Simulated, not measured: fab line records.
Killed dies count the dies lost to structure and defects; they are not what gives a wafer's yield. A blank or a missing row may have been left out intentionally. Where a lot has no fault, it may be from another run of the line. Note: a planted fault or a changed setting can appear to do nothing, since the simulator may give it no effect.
Matching of chambers :: flow n5 finfet :: N5_BEOL_M14_ETCH_67 on rie diel-04: 4 sister chambers
The step etches SiARC in CF4, target depth 143 nm, time 238.3 s. 18 wafers are shown with their chamber, then 9 later ones without.

## EACH WAFER AND ITS CHAMBER
wafer: L074.3
chamber: 2
showerhead plenum p Torr (Torr): 2.04
oes product au (a.u.): 0.59
throttle valve pct (%): 15.47

wafer: L074.4
chamber: 1
showerhead plenum p Torr (Torr): 2.25
oes product au (a.u.): 0.76
throttle valve pct (%): 15.25

wafer: L074.5
chamber: 2
showerhead plenum p Torr (Torr): 2.04
oes product au (a.u.): 0.59
throttle valve pct (%): 15.47

wafer: L077.1
chamber: 1
showerhead plenum p Torr (Torr): 2.25
oes product au (a.u.): 0.74
throttle valve pct (%): 15.24

wafer: L077.2
chamber: 2
showerhead plenum p Torr (Torr): 2.04
oes product au (a.u.): 0.59
throttle valve pct (%): 15.47

wafer: L077.3
chamber: 3
showerhead plenum p Torr (Torr): 2.22
oes product au (a.u.): 0.57
throttle valve pct (%): 16.04

wafer: L077.4
chamber: 0
showerhead plenum p Torr (Torr): 2.11
oes product au (a.u.): 0.81
throttle valve pct (%): 15.63

wafer: L077.5
chamber: 3
showerhead plenum p Torr (Torr): 2.22
oes product au (a.u.): 0.57
throttle valve pct (%): 16.03

wafer: L077.6
chamber: 2
showerhead plenum p Torr (Torr): 2.04
oes product au (a.u.): 0.59
throttle valve pct (%): 15.47

wafer: L081.2
chamber: 2
showerhead plenum p Torr (Torr): 2.03
oes product au (a.u.): 0.58
throttle valve pct (%): 15.52

wafer: L081.4
chamber: 3
showerhead plenum p Torr (Torr): 2.21
oes product au (a.u.): 0.56
throttle valve pct (%): 16.07

wafer: L081.6
chamber: 2
showerhead plenum p Torr (Torr): 2.03
oes product au (a.u.): 0.58
throttle valve pct (%): 15.53

wafer: L083.3
chamber: 2
showerhead plenum p Torr (Torr): 2.03
oes product au (a.u.): 0.58
throttle valve pct (%): 15.52

wafer: L083.5
chamber: 2
showerhead plenum p Torr (Torr): 2.03
oes product au (a.u.): 0.58
throttle valve pct (%): 15.52

wafer: L083.6
chamber: 1
showerhead plenum p Torr (Torr): 2.24
oes product au (a.u.): 0.73
throttle valve pct (%): 15.28

wafer: L084.2
chamber: 1
showerhead plenum p Torr (Torr): 2.24
oes product au (a.u.): 0.72
throttle valve pct (%): 15.29

wafer: L084.3
chamber: 3
showerhead plenum p Torr (Torr): 2.21
oes product au (a.u.): 0.56
throttle valve pct (%): 16.09

wafer: L084.6
chamber: 1
showerhead plenum p Torr (Torr): 2.24
oes product au (a.u.): 0.73
throttle valve pct (%): 15.28

SIGNATURES (means of the wafers above)
reading: showerhead plenum p Torr
chamber 0: 2.1100
chamber 1: 2.2440
chamber 2: 2.0350
chamber 3: 2.2150
scatter within a chamber: 0.00548

reading: oes product au
chamber 0: 0.8100
chamber 1: 0.7360
chamber 2: 0.5850
chamber 3: 0.5650
scatter within a chamber: 0.00934

reading: throttle valve pct
chamber 0: 15.6300
chamber 1: 15.2680
chamber 2: 15.4962
chamber 3: 16.0575
scatter within a chamber: 0.0264
Rule: a wafer lies at a distance from a chamber equal to the root of the sum of squares, over the readings, of (its reading less the chamber's mean, divided by the reading's scatter). The wafer belongs to the nearest chamber; if the next one is less than 2 further off, it can't be placed. The scatter: take each reading less its chamber's mean, square it, sum over the shown wafers, divide by the number of wafers less the number of chambers, and take the root.

## WAFERS WITH NO CHAMBER GIVEN
wafer: L091.4
showerhead plenum p Torr (Torr): 2.21
oes product au (a.u.): 0.80
throttle valve pct (%): 15.58

wafer: L091.5
showerhead plenum p Torr (Torr): 2.24
oes product au (a.u.): 0.70
throttle valve pct (%): 15.32

wafer: L091.6
showerhead plenum p Torr (Torr): 2.10
oes product au (a.u.): 0.74
throttle valve pct (%): 15.71

wafer: L092.1
showerhead plenum p Torr (Torr): 2.28
oes product au (a.u.): 0.81
throttle valve pct (%): 15.00

wafer: L092.4
showerhead plenum p Torr (Torr): 2.21
oes product au (a.u.): 0.78
throttle valve pct (%): 15.61

wafer: L092.6
showerhead plenum p Torr (Torr): 2.24
oes product au (a.u.): 0.69
throttle valve pct (%): 15.35

wafer: L093.3
showerhead plenum p Torr (Torr): 2.21
oes product au (a.u.): 0.79
throttle valve pct (%): 15.59

wafer: L093.5
showerhead plenum p Torr (Torr): 2.09
oes product au (a.u.): 0.74
throttle valve pct (%): 15.73

wafer: L093.6
showerhead plenum p Torr (Torr): 2.21
oes product au (a.u.): 0.78
throttle valve pct (%): 15.60

## CHAMBER TAKEN BY EACH
wafer: L091.4
from the rows above: 1
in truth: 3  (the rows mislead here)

wafer: L091.5
from the rows above: 1
in truth: 1

wafer: L091.6
from the rows above: 0
in truth: 0

wafer: L092.1
from the rows above: 1
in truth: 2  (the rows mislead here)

wafer: L092.4
from the rows above: 1
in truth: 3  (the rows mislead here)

wafer: L092.6
from the rows above: 1
in truth: 1

wafer: L093.3
from the rows above: 1
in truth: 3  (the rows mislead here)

wafer: L093.5
from the rows above: 0
in truth: 0

wafer: L093.6
from the rows above: 1
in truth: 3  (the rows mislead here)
Correctly placed: 4 of 9. Left unplaced by these rows: 0. Number placed wrongly: 5.
